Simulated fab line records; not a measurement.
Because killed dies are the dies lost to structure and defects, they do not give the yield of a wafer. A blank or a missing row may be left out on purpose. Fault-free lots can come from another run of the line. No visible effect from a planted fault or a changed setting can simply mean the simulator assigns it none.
Chamber matching	flow nand_harc	rie_diel-02 running NHARC_A_STAIRCASE_DESCUM_252: 4 sister chambers
The step chemistry O2, time 3 s. 4 wafers are shown with their chamber, then 7 later ones without.

WAFERS WITH THEIR CHAMBER
wafer	chamber	showerhead_plenum_p_Torr (Torr)
L081.4	2	1.88
L085.3	1	2.07
L092.2	0	1.97
L092.3	3	1.89

WAFERS MISSING THEIR CHAMBER
wafer	showerhead_plenum_p_Torr (Torr)
L092.4	1.97
L097.1	2.05
L097.2	1.86
L097.3	1.89
L096.1	1.97
L096.3	2.05
L096.6	1.97

WHICH CHAMBER EACH ONE RAN IN
wafer	from the rows above	in truth
L092.4	0	0
L097.1	1	1
L097.2	can't be placed: 2 or 3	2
L097.3	can't be placed: 3 or 2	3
L096.1	0	0
L096.3	1	1
L096.6	0	0
Correct placement for 5 of the 7. Can't be placed from these rows: 2 (the true chamber is among the candidates in 2). 0 placed wrongly.
How it was worked out, from the rows above alone: a wafer's distance from a chamber is the root of the sum, over the readings, of the square of ((its reading less the chamber's mean) divided by the reading's scatter). The wafer belongs to the nearest chamber; if the next one is less than 2 further off, it can't be placed. The mean given for a chamber averages the wafers shown for that chamber. The scatter (one wafer shown for each chamber): square how far every hidden wafer sits from the nearest shown wafer, average those squares and take the square root.
